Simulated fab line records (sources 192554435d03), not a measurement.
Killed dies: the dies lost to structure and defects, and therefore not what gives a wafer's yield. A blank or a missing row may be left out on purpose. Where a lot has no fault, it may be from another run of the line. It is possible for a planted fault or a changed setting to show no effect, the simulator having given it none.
fab line records | flow n5Finfet
[record] lots = 4 | wafers = 12 | lastDay = 18
route steps=1938 shown HKMG_FIN@407 BEOL_M4@1111 PASSIVATION@1936
lots that met no fault: from a run of the same line without faults
startH: the number of hours between the record's first day and the start of the first shown wafer of the lot | waitH: hours since the lot's step before | " same as the row above | L1.1+2: one row covering several wafers at once | - either no value or no given start | * or withheld: withheld | < > ~ a bound
route shown NAME@n: NAME is a module with steps in the file, n the number in the route of the first one | usual: mean/standard deviation taken from wafers without a fault | same: alike in all rows | chamber/n: place in a boat | sites: the reading at each site | _std_site: the values' standard deviation | _edge_site: outer sites' mean less inner sites' | radiusMm: how far each site lies from the wafer's centre | mask NAME#n: copy n | behind: the tool/chamber that last shaped the wafer | hold: what put the lot on hold/how long, in hours/how the hold closed | device: the n, p or np transistor that did not switch | end of line: the same wafers' tests at the end of the route | a step without rows: its recipe alone | killed: at the first sort, the dies lost to defects and structure; wafer yield is something else | map: the dies of a wafer, with x for killed, . for not killed, _ for no die there
set.NAME: the setting as run; set.NAME@STEP: as run at that earlier step | model.NAME: the simulator's own value behind a step, which no gauge read
certain route steps with their lots: each step a table, each wafer a row
services: the hour from which a tool's chamber was out of use, counted from the record's first day as startH (under 0 if before that day), plus the number of hours and why
[[steps]]
[step N5_HKMG_FIN_STRIP_93]
[recipe] chemistry = N2/H2 | material = SOC | timeS = 20 | powerW = 500 | tempC = 40 | pressureMtorr = 50 | rfFrequencyHz = 6e+07 | biasPowerW = 8 | h2Frac = 0.5 | n2FlowSccm = 300 | h2FlowSccm = 300
[step N5_HKMG_FIN_WET_ETCH_76]
[recipe] chemistry = dNH4OH | mix = 1:50 | tempC = 25 | target = Al2O3 | stopOn = La2O3 | targetDepthNm = 2.25 | dry = ipaMarangoni | rinseTimeS = 30 | rinseTempC = 23
[step N5_HKMG_FIN_STRIP_60]
[recipe] chemistry = N2/H2 | powerW = 2500 | tempC = 300 | h2Frac = 0.65 | timeS = 360 | pressureMtorr = withheld | n2FlowSccm = 1750 | h2FlowSccm = 3250
[step N5_HKMG_FIN_WET_ETCH_77]
[recipe] chemistry = dHCl | mix = 1:10000 | tempC = 25 | target = La2O3 | stopOn = HfO2 | targetDepthNm = 2
[step N5_HKMG_FIN_WET_ETCH_78]
[recipe] chemistry = dNH4OH | mix = 1:50 | tempC = 25 | target = Al2O3 | stopOn = La2O3 | targetDepthNm = 4.5 | dry = ipaMarangoni | rinseTimeS = 30 | rinseTempC = 23
[step N5_HKMG_FIN_ALD_79]
[recipe] material = TiN | targetThkA = 15 | tempC = 400 | aldPrecursorFamily = TiCl4 | aldCoReactant = NH3 | pulseTimeS = 1 | purgeTimeS = 3 | coReactantPurgeTimeS = 2 | coReactantPulseTimeS = 2 | aldCycles = 68 | pressureTorr = 3
[step N5_HKMG_FIN_CVD_62]
[recipe] material = a-Si | targetThkA = 30 | tempC = 500 | precursor = Si2H6 | pressureTorr = 1 | timeS = 20.8
[step N5_HKMG_FIN_RTA_80]
[recipe] tempC = withheld | timeS = 2 | ambient = N2 | idleTempC = 600 | rampUpCPerS = 150 | rampDownCPerS = 60 | coolToC = 600
[step N5_HKMG_FIN_PRECLEAN_64]
[recipe] chemistry = dHF | timeS = 30 | tempC = 25 | dilution = withheld
[step N5_HKMG_FIN_WET_ETCH_65]
[recipe] chemistry = TMAH | tempC = 70 | concWtPct = 5 | target = a-Si | stopOn = TiN | timeS = 49 | targetDepthNm = 3
[step N5_HKMG_FIN_WET_ETCH_81]
[recipe] chemistry = SC1 | target = TiN | stopOn = HfO2 | mix = 1:1:5 | tempC = 60 | timeS = 57 | targetDepthNm = 6
[step N5_HKMG_FIN_WET_ETCH_82]
[recipe] chemistry = dHCl | mix = 1:10000 | tempC = 25 | target = La2O3 | stopOn = HfO2 | targetDepthNm = 2 | dry = ipaMarangoni | rinseTimeS = 30 | rinseTempC = 23
[step N5_HKMG_FIN_ALD_36]
[recipe] material = TiN | targetThkA = 10 | tempC = 400 | aldPrecursorFamily = TiCl4 | aldCoReactant = NH3 | pulseTimeS = 1 | purgeTimeS = 3 | coReactantPurgeTimeS = 2 | coReactantPulseTimeS = 2 | aldCycles = 47 | pressureTorr = 3
[usual] aldCycles = 47/0 | chamberPressureTorr = 3.001/0.0061 | heaterPowerW = 904/91 | precursorPulseHeightRel = 0.998/0.017
lot.wafer | tool        | chamber | startH | waitH | aldCycles | chamberPressureTorr | heaterPowerW | precursorPulseHeightRel
L781.2    | aldMetal-03 | 1       | 113.86 | 0.0   | 47        | 2.992               | 752          | 1.005
L781.5    | "           | 1       | "      | "     | 47        | 2.990               | 768          | 0.994
L781.6    | "           | 2       | "      | "     | 47        | 3.002               | 958          | 1.007
L785.2    | aldMetal-03 | 1       | 136.05 | 0.0   | -         | -                   | -            | -
L785.4    | "           | 0       | "      | "     | -         | -                   | -            | -
L785.5    | "           | 0       | "      | "     | -         | -                   | -            | -
L786.2    | aldMetal-01 | 3       | 142.60 | 0.0   | -         | -                   | -            | -
L786.4    | "           | 2       | "      | "     | -         | -                   | -            | -
L786.5    | "           | 2       | "      | "     | -         | -                   | -            | -
L797.1    | aldMetal-01 | 3       | 209.15 | 0.0   | 47        | 3.001               | 923          | 0.996
L797.3    | "           | 1       | "      | "     | 47        | 3.009               | 806          | 0.994
L797.5    | "           | 2       | "      | "     | 47        | 3.003               | 977          | 0.970
[step N5_HKMG_FIN_PWFM_ALD_03]
[recipe] material = TiN | targetThkA = 20 | tempC = 400 | aldPrecursorFamily = TiCl4 | aldCoReactant = NH3 | pulseTimeS = 1 | purgeTimeS = 3 | coReactantPurgeTimeS = 2 | coReactantPulseTimeS = 2 | aldCycles = 91 | pressureTorr = 3
[step N5_HKMG_FIN_COAT_29]
[recipe] resist = SOC | tempC = 250 | timeS = 60 | spinRpm = 1500 | resistThkNm = 300
[step N5_HKMG_FIN_COAT_30]
[recipe] resist = SiARC | tempC = 220 | timeS = 60 | spinRpm = 1500 | resistThkNm = 35
[step N5_HKMG_FIN_COAT_06]
[recipe] resist = CAR-ArF | spinRpm = 1500 | resistThkNm = 90
[step N5_HKMG_FIN_EBR_08]
[recipe] solvent = PGMEA | ebrWidthMm = 1.5
[step N5_HKMG_FIN_SOFTBAKE_07]
[recipe] tempC = 110 | timeS = 60 | resist = CAR-ArF
[step N5_HKMG_FIN_EXPOSE_09]
[recipe] maskId = NWFM | na = 1.35 | sourceShape = conventional | sigmaOuter = 0.8 | polarization = unpolarized | targetCdNm = 98 | doseMj = 39.25
[step N5_HKMG_FIN_PEB_10]
[recipe] pebTempC = withheld | pebTimeS = 60 | resist = CAR-ArF
[step N5_HKMG_FIN_DEVELOP_11]
[recipe] developTimeS = 30 | developer = TMAH | resist = CAR-ArF | devTempC = 23 | rinseLiquid = diw | dry = airSpin
[step N5_HKMG_FIN_DESCUM_17]
[recipe] chemistry = O2 | timeS = 7.9 | sourcePowerW = 50 | biasPowerW = 20 | pressureMtorr = 20 | rfFrequencyHz = 2.712e+07 | tempC = 40 | resist = CAR-ArF | o2FlowSccm = 225
[step N5_HKMG_FIN_ETCH_31]
[recipe] chemistry = CF4 | target = SiARC | targetDepthA = 455 | maskMaterial = CAR-ArF | timeS = 75.8 | ionEnergyEv = 80 | pressureMtorr = 40 | sourceW = 545 | biasW = 36 | Ar_flow_sccm = 100 | cf4FlowSccm = 100 | ends = cleared
[step N5_HKMG_FIN_ETCH_32]
[recipe] chemistry = N2/H2 | target = SOC | targetDepthA = 2400 | tempC = 40 | timeS = 300 | ionEnergyEv = 200 | maskMaterial = SiARC | pressureMtorr = 30 | sourceW = 840 | biasW = 150 | n2FlowSccm = 200 | h2FlowSccm = 200
[step N5_HKMG_FIN_STRIP_33]
[recipe] chemistry = N2/H2 | tempC = 40 | n2FlowSccm = 200 | h2FlowSccm = 200 | rfFrequencyHz = 6e+07
[step N5_HKMG_FIN_STRIP_34]
[recipe] chemistry = CF4 | resist = SiARC | powerW = 300 | biasPowerW = 75 | pressureMtorr = 50 | cf4FlowSccm = 150 | rfFrequencyHz = 6e+07
[step N5_HKMG_FIN_ETCH_35]
[recipe] chemistry = N2/H2 | target = SOC | targetDepthA = 2158 | ionEnergyEv = 65 | biasW = 5 | sourceW = 3000 | timeS = 243.4 | pressureMtorr = 30 | n2FlowSccm = 200 | h2FlowSccm = 200
[step N5_HKMG_FIN_STRIP_92]
[recipe] chemistry = N2/H2 | material = SOC | timeS = 20 | powerW = 500 | tempC = 40 | pressureMtorr = 50 | rfFrequencyHz = 6e+07 | biasPowerW = 8 | h2Frac = 0.5 | n2FlowSccm = 300 | h2FlowSccm = 300
[step N5_HKMG_FIN_WET_ETCH_18]
[recipe] chemistry = SC1 | target = TiN | mix = 1:1:5 | tempC = * | timeS = 55 | targetDepthNm = 5.2 | dry = ipaMarangoni | rinseTimeS = 30 | rinseTempC = 23
[step N5_HKMG_FIN_STRIP_19]
[recipe] chemistry = N2/H2 | powerW = 2500 | tempC = 300 | h2Frac = 0.65 | timeS = 360 | pressureMtorr = withheld | n2FlowSccm = 1750 | h2FlowSccm = 3250
[step N5_HKMG_FIN_ALD_91]
[recipe] material = TiN | targetThkA = 10 | tempC = 400 | aldPrecursorFamily = TiCl4 | aldCoReactant = NH3 | pulseTimeS = 1 | purgeTimeS = 3 | coReactantPurgeTimeS = 2 | coReactantPulseTimeS = 2 | aldCycles = 47 | pressureTorr = 3
[step N5_HKMG_FIN_COAT_85]
[recipe] resist = SOC | tempC = 250 | timeS = 60 | spinRpm = 1500 | resistThkNm = 300
[step N5_HKMG_FIN_ETCH_86]
[recipe] chemistry = N2/H2 | target = SOC | targetDepthA = 3932 | stopOn = TiN | ionEnergyEv = 100 | biasW = 61 | pressureMtorr = 30 | sourceW = 850 | n2FlowSccm = 200 | h2FlowSccm = 200
[step N5_HKMG_FIN_STRIP_89]
[recipe] chemistry = N2/H2 | material = SOC | timeS = 20 | powerW = 500 | tempC = 40 | pressureMtorr = 50 | rfFrequencyHz = 6e+07 | biasPowerW = 8 | h2Frac = 0.5 | n2FlowSccm = 300 | h2FlowSccm = 300
[step N5_HKMG_FIN_WET_ETCH_87]
[recipe] chemistry = SC1 | target = TiN | mix = 1:2:40 | tempC = 50 | timeS = 154.2 | targetDepthNm = 4.7 | dry = ipaMarangoni | rinseTimeS = 30 | rinseTempC = 23
[step N5_HKMG_FIN_STRIP_88]
[recipe] chemistry = N2/H2 | powerW = 2500 | tempC = 300 | h2Frac = 0.65 | timeS = 360 | pressureMtorr = withheld | n2FlowSccm = 1750 | h2FlowSccm = 3250
[step N5_HKMG_FIN_NWFM_ALD_20]
[recipe] material = TiAlC | targetThkA = 20 | tempC = 300 | aldPrecursorFamily = TiCl4 | aldCoReactant = TEA | pulseTimeS = 3 | purgeTimeS = 2 | coReactantPurgeTimeS = 2 | coReactantPulseTimeS = 10 | aldCycles = 7 | pressureTorr = 3
[step N5_BEOL_M4_RC_MEAS_101]
[usual] DIBL_N = 36.3/1.8 | DIBL_P = 36.5/2.1 | IOFF_N = 0.16/0.031 | IOFF_P = 0.22/0.038 | IOFF_P_85C = 3.8/0.54 | IOFF_P_LIN = 0.105/0.014 | IOFF_P_LONG = 0.00011/9.2e-06 | ION_N = 677/12 | ION_P = 466/7.8 | SS_N = 71.5/0.61 | SS_P = 73.2/0.7 | VT_N = 249/3 | VT_P = -248.9/3 | VT_P_LONG = -273.6/2.9 | VT_P_LVT = -98.0/2.7
lot.wafer | tool      | chamber | startH | waitH | DIBL_N[mV/V] | DIBL_P[mV/V] | IOFF_N[nA/um] | IOFF_P[nA/um] | IOFF_P_85C[nA/um] | IOFF_P_LIN[nA/um] | IOFF_P_LONG[nA/um] | ION_N[uA/um] | ION_P[uA/um] | SS_N[mV/dec] | SS_P[mV/dec] | VT_N[mV] | VT_P[mV] | VT_P_LONG[mV] | VT_P_LVT[mV]
L781.2    | prober-01 | 0       | 229.85 | 0.2   | 37.1         | 36.9         | 0.16          | 0.22          | 3.7               | 0.106             | 0.0001             | 669          | 460          | 72.0         | 73.5         | 251      | -249.3   | -274.1        | -99.4
L781.5    | "         | 0       | "      | "     | 34.6         | 33.6         | 0.13          | 0.17          | 3.0               | 0.091             | 0.000104           | 677          | 467          | 71.5         | 72.5         | 252      | -251.9   | -273.7        | -100.7
L781.6    | "         | 0       | "      | "     | 38.5         | 37.9         | 0.19          | 0.25          | 4.1               | 0.117             | 0.0001             | 669          | 463          | 72.2         | 73.8         | 246      | -248.2   | -276.1        | -96.5
L785.2    | prober-01 | 0       | 236.95 | 0.2   | 36.4         | 35.9         | 0.14          | 0.04          | 0.9               | 0.019             | 5.7e-05            | 676          | 404          | 71.2         | 72.5         | 251      | -295.3   | -320.3        | -145.8
L785.4    | "         | 0       | "      | "     | 39.8         | 38.5         | 0.19          | 0.05          | 1.1               | 0.023             | 5.4e-05            | 682          | 397          | 71.5         | 73.9         | 247      | -293.9   | -319.5        | -142.9
L785.5    | "         | 0       | "      | "     | 37.5         | 35.8         | 0.15          | 0.04          | 0.9               | 0.019             | 4.5e-05            | 674          | 392          | 71.9         | 73.0         | 252      | -297.5   | -318.6        | -144.6
L786.2    | prober-02 | 0       | 248.87 | 0.2   | 36.3         | 35.4         | 0.18          | 0.05          | 1.0               | 0.022             | 4.8e-05            | 698          | 404          | 71.0         | 73.7         | 247      | -293.8   | -315.8        | -141.0
L786.4    | "         | 0       | "      | "     | 36.6         | 35.6         | 0.18          | 0.05          | 1.0               | 0.022             | 5.5e-05            | 686          | 401          | 71.3         | 73.3         | 246      | -292.5   | -315.7        | -142.7
L786.5    | "         | 0       | "      | "     | 33.6         | 32.0         | 0.12          | 0.04          | 0.8               | 0.019             | 5.4e-05            | 670          | 398          | 70.5         | 72.1         | 252      | -290.5   | -317.5        | -143.1
L797.1    | prober-01 | 0       | 316.30 | 0.0   | 35.0         | 35.3         | 0.14          | 0.22          | 3.8               | 0.109             | 0.000119           | 685          | 479          | 71.6         | 73.0         | 251      | -248.2   | -272.3        | -96.9
L797.3    | "         | 0       | "      | "     | 36.7         | 37.8         | 0.17          | 0.25          | 4.4               | 0.120             | 0.000109           | 675          | 471          | 71.2         | 73.9         | 249      | -245.9   | -269.9        | -95.3
L797.5    | "         | 0       | "      | "     | 34.5         | 35.2         | 0.14          | 0.21          | 3.7               | 0.106             | 0.000111           | 689          | 477          | 71.6         | 72.5         | 250      | -250.0   | -272.9        | -96.6
[step N5_PASSIVATION_PROBE_49]
[usual] defectLimitedYield = 91.2/1.5 | killed_at_M0_to_M3 = 33/9.6 | killed_at_M4_up = 14/5.6 | killedAtContacts = 14/5.5 | killedAtFrontEnd = 40/13 | killedAtOther = 4/3 | killedDies = 104/17 | killedOpen = 68/13 | killedShort = 33/7.2 | sort_bin_5_function = 5.2/0.95 | sort_bin_6_memory = 3.3/0.62 | sort_bin_8_speed = 0.00/0.012 | sortNPass = 1076/17 | sortYieldPct = 91.2/1.5
[same] grossDies = 1180 | killedAtBackSide = 0 | sort_bin_4_leakage[%] = 0
lot.wafer | tool      | chamber | startH | waitH | defectLimitedYield[%] | killed_at_M0_to_M3 | killed_at_M4_up | killedAtContacts | killedAtFrontEnd | killedAtOther | killedDies | killedOpen | killedShort | sort_bin_5_function[%] | sort_bin_6_memory[%] | sort_bin_8_speed[%] | sortNPass | sortYieldPct[%]
L781.2    | prober-02 | -       | 337.09 | 0.1   | 89.7                  | 28                 | 28              | 13               | 41               | 11            | 121        | 71         | 44          | 5.7                    | 4.2                  | 0                   | 1059      | 89.7
L781.5    | prober-02 | -       | 337.24 | 0.2   | 91.3                  | 41                 | 12              | 8                | 41               | 1             | 103        | 58         | 43          | 4.7                    | 3.8                  | 0                   | 1077      | 91.3
L781.6    | prober-02 | -       | 337.29 | 0.3   | 88.7                  | 42                 | 17              | 10               | 60               | 4             | 133        | 89         | 38          | 6.9                    | 3.3                  | 0                   | 1047      | 88.7
L785.2    | prober-02 | -       | 341.97 | 0.1   | 91.7                  | 32                 | 13              | 15               | 38               | 0             | 98         | 68         | 27          | 4.6                    | 3.3                  | 91.69               | 0         | 0
L785.4    | prober-02 | -       | 342.07 | 0.2   | 90.1                  | 42                 | 11              | 16               | 45               | 3             | 117        | 84         | 31          | 6.0                    | 3.6                  | 90.08               | 0         | 0
L785.5    | prober-02 | -       | 342.12 | 0.2   | 88.8                  | 37                 | 15              | 14               | 61               | 5             | 132        | 87         | 44          | 7.0                    | 3.7                  | 88.81               | 0         | 0
L786.2    | prober-01 | -       | 360.29 | 0.1   | 89.9                  | 48                 | 15              | 11               | 37               | 8             | 119        | 86         | 31          | 6.4                    | 3.4                  | 89.92               | 0         | 0
L786.4    | prober-01 | -       | 360.39 | 0.2   | 92.2                  | 18                 | 18              | 18               | 35               | 3             | 92         | 65         | 26          | 4.6                    | 3.1                  | 92.20               | 0         | 0
L786.5    | prober-01 | -       | 360.44 | 0.2   | 91.9                  | 27                 | 11              | 28               | 26               | 4             | 96         | 62         | 34          | 4.8                    | 3.2                  | 91.86               | 0         | 0
L797.1    | prober-01 | -       | 427.03 | 0.0   | 90.7                  | 37                 | 20              | 18               | 33               | 2             | 110        | 81         | 28          | 5.5                    | 3.6                  | 0                   | 1070      | 90.7
L797.3    | prober-01 | -       | 427.13 | 0.1   | 93.4                  | 31                 | 5               | 12               | 29               | 1             | 78         | 59         | 19          | 4.1                    | 2.3                  | 0                   | 1102      | 93.4
L797.5    | prober-01 | -       | 427.23 | 0.2   | 93.0                  | 23                 | 9               | 18               | 33               | 0             | 83         | 49         | 30          | 4.6                    | 2.4                  | 0                   | 1097      | 93.0
// killed by level:class
L781.2 BEOL_M4:geometricParticle:open=12 BEOL_M2:geometricParticle:open=11 MOL_CONTACT_COAG:geometricParticle:open=10 FIN_SAQP:geometricParticle:open=8 FIN_SAQP:geometricParticle:short=7 BEOL_M2:geometricParticle:short=6 BEOL_M8:geometricParticle:open=4 BEOL_M1:geometricParticle:open=4
L781.5 BEOL_M2:geometricParticle:open=12 FIN_SAQP:geometricParticle:short=11 BEOL_M0_SAQP:geometricParticle:short=9 GATE_CUT:geometricParticle:short=6 GATE_CUT:geometricParticle:open=6 MOL_CONTACT_COAG:geometricParticle:open=6 BEOL_M0_SAQP:geometricParticle:open=6 BEOL_M4:geometricParticle:open=6
L781.6 FIN_SAQP:geometricParticle:open=14 BEOL_M2:geometricParticle:open=12 BEOL_M4:geometricParticle:open=10 MOL_CONTACT_COAG:geometricParticle:open=9 BEOL_M0_SAQP:geometricParticle:short=8 GATE_CUT:geometricParticle:short=6 BEOL_M0_SAQP:geometricParticle:open=6 STARTING-WAFER:geometricParticle:open=6
L785.2 MOL_CONTACT_COAG:geometricParticle:open=14 BEOL_M0_SAQP:geometricParticle:open=13 FIN_SAQP:geometricParticle:open=12 FIN_SAQP:geometricParticle:short=8 BEOL_M0_SAQP:geometricParticle:short=7 BEOL_M1:geometricParticle:open=7 DUMMY_GATE:geometricParticle:open=5 BEOL_M4:geometricParticle:open=5
L785.4 DUMMY_GATE:geometricParticle:open=17 FIN_SAQP:geometricParticle:open=15 MOL_CONTACT_COAG:geometricParticle:open=13 BEOL_M1:geometricParticle:open=10 BEOL_M0_SAQP:geometricParticle:short=9 BEOL_M0_SAQP:geometricParticle:open=9 FIN_SAQP:geometricParticle:short=7 BEOL_M4:geometricParticle:open=6
L785.5 FIN_SAQP:geometricParticle:open=24 FIN_SAQP:geometricParticle:short=15 MOL_CONTACT_COAG:geometricParticle:open=13 BEOL_M0_SAQP:geometricParticle:short=9 BEOL_M0_SAQP:geometricParticle:open=9 BEOL_M1:geometricParticle:open=7 BEOL_M4:geometricParticle:open=6 GATE_CUT:geometricParticle:short=4
L786.2 BEOL_M2:geometricParticle:open=20 FIN_SAQP:geometricParticle:short=13 ILD0:geometricParticle:open=8 MOL_CONTACT_COAG:geometricParticle:open=8 BEOL_M1:geometricParticle:open=8 BEOL_M3:geometricParticle:open=7 BEOL_M4:geometricParticle:open=7 FIN_SAQP:geometricParticle:open=6
L786.4 MOL_CONTACT_COAG:geometricParticle:open=17 FIN_SAQP:geometricParticle:open=11 BEOL_M4:geometricParticle:open=8 STARTING-WAFER:geometricParticle:open=5 STI_FIN_REVEAL:geometricParticle:open=4 BEOL_M2:geometricParticle:open=4 FIN_SAQP:geometricParticle:short=3 ILD0:geometricParticle:short=3
L786.5 MOL_CONTACT_COAG:geometricParticle:open=21 MOL_CONTACT_COAG:geometricParticle:short=7 BEOL_M2:geometricParticle:open=7 BEOL_M0_SAQP:geometricParticle:open=5 BEOL_M5:geometricParticle:short=4 STARTING-WAFER:geometricParticle:short=4 STARTING-WAFER:geometricParticle:open=4 STI_FIN_REVEAL:geometricParticle:open=3
L797.1 MOL_CONTACT_COAG:geometricParticle:open=13 FIN_SAQP:geometricParticle:short=10 FIN_SAQP:geometricParticle:open=10 BEOL_M4:geometricParticle:open=10 BEOL_M2:geometricParticle:open=9 BEOL_M1:geometricParticle:open=9 STI_FIN_REVEAL:geometricParticle:open=7 MOL_CONTACT_COAG:geometricParticle:short=5
L797.3 BEOL_M3:geometricParticle:open=22 MOL_CONTACT_COAG:geometricParticle:open=11 FIN_SAQP:geometricParticle:open=10 STI_FIN_REVEAL:geometricParticle:open=7 FIN_SAQP:geometricParticle:short=6 BEOL_M0_SAQP:geometricParticle:short=3 STI_FIN_REVEAL:geometricParticle:short=2 BEOL_M0_SAQP:geometricParticle:open=2
L797.5 MOL_CONTACT_COAG:geometricParticle:open=12 FIN_SAQP:geometricParticle:short=11 FIN_SAQP:geometricParticle:open=8 MOL_CONTACT_COAG:geometricParticle:short=6 BEOL_M2:geometricParticle:open=5 BEOL_M0_SAQP:geometricParticle:open=4 BEOL_M0_SAQP:geometricParticle:short=4 BEOL_M4:geometricParticle:open=4
// map L785.5 (x killed, . not)
_________________.x..........________________
______________....x.......x....._____________
___________x...x...................__________
__________..x.....x...........x....._________
________.................x............_______
_______.x....x........x.......x........______
______...x.x.................x...x......_____
_____.....x..........x...................____
____...x.x................................___
___..x.....................x...............__
___..x..........................x..........__
__............x..x..x...x.......x.....x....._
__..........x...x.xx................x......._
_.............x.x......x.............x....x..
_......x........x...x....x...................
_....x.xx..x.....x.xx...x....................
_x...............x...................x.x..xx.
_......x.x......x............x..x...x........
_.......................x...x......x.........
_........x......x....xx..................x...
_..............xx.x....x..xx...........x.....
__..x......x..x.....x..........x..x...x....._
__x......x....x............x................_
___.......x..x..........x..............x..x__
___...................xx.....x......x......__
____..x..................x....x.........x.___
_____..x.x..........x.............x...x..____
______.....xxx.....x..........x.....x..x_____
_______x....x.x.........x...x..........______
________.x...xx......................._______
__________......x......x......x....._________
___________...................x...x__________
______________...............xx._____________
_________________...x........________________
// map L786.2 (x killed, . not)
_________________...x........________________
______________..x..............._____________
___________.....................x..__________
__________.........x........x..x..x._________
________............................x._______
_______.x...........x..................______
______..x...x............x...x......xx.._____
_____..x.....x...x.x...xx...........x....____
____x.................................xx..___
___.........x...........x...x.............x__
___........x...x.x............x......x...x.__
__.x.x............x.......x.x.............x._
__...............x.........................x_
_x.............x......x..x.....xx......x.....
_...................x..x.....xx.......x.x....
_......xx...........x...x.......x............
_...............x.x...............x..........
_............x.x...x......x....x...........x.
_........x............xx..x..............xx..
_........x.x.........................xx.....x
_...................x........................
__.........xx..x..x........................x_
__.......................x.................._
___x..........x........................x...__
___.....x...............x.............x....__
____..x.............x.....x.........x.....___
_____.....x...x.................xx..x....____
______.....x.......x..........x........._____
_______...........x......x...........x.______
________.............xx............xx._______
__________..................x......._________
___________........................__________
______________.....x......x..x.._____________
_________________...........x________________
[[services]]
tool        | chamber | startH | hours | kind
aldMetal-03 | 3       | 152.04 | 7.2   | repair
[[key]]
[firstSign] step = N5_HKMG_FIN_ALD_36 | reading = toolRecord | direction = missing
[effect] step = N5_BEOL_M4_RC_MEAS_101 | reading = VT_P_LVT | direction = down | sigmas = 17 | usual = -98.0 | struck = -143.4
[effect] step = N5_BEOL_M4_RC_MEAS_101 | reading = VT_P | direction = down | sigmas = 15 | usual = -248.9 | struck = -293.9
[effect] step = N5_BEOL_M4_RC_MEAS_101 | reading = VT_P_LONG | direction = down | sigmas = 15 | usual = -273.6 | struck = -317.9
[effect] step = N5_BEOL_M4_RC_MEAS_101 | reading = ION_P | direction = down | sigmas = 8.6 | usual = 466 | struck = 400
[effect] step = N5_BEOL_M4_RC_MEAS_101 | reading = IOFF_P_LONG | direction = down | sigmas = 6.3 | usual = 0.00011 | struck = 5.2e-05
[effect] step = N5_BEOL_M4_RC_MEAS_101 | reading = IOFF_P_LIN | direction = down | sigmas = 6 | usual = 0.105 | struck = 0.021
[effect] step = N5_BEOL_M4_RC_MEAS_101 | reading = IOFF_P_85C | direction = down | sigmas = 5.3 | usual = 3.8 | struck = 1.0
[effect] step = N5_BEOL_M4_RC_MEAS_101 | reading = IOFF_P | direction = down | sigmas = 4.7 | usual = 0.22 | struck = 0.04
[effect] step = N5_PASSIVATION_PROBE_49 | reading = sort_bin_8_speed | direction = up | sigmas = 99+ | usual = 0.00 | struck = 90.76
metAt N5_HKMG_FIN_ALD_36
struckWafers L785.2,L785.4,L785.5,L786.2,L786.4,L786.5
onsetBetween 113.86 136.05
[fault] kind = skippedStepWhole | tool = aldMetal-01,aldMetal-03 | chamber = - | onsetH = 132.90 | steps = N5_HKMG_FIN_ALD_36 | scope = struckLotsOnly
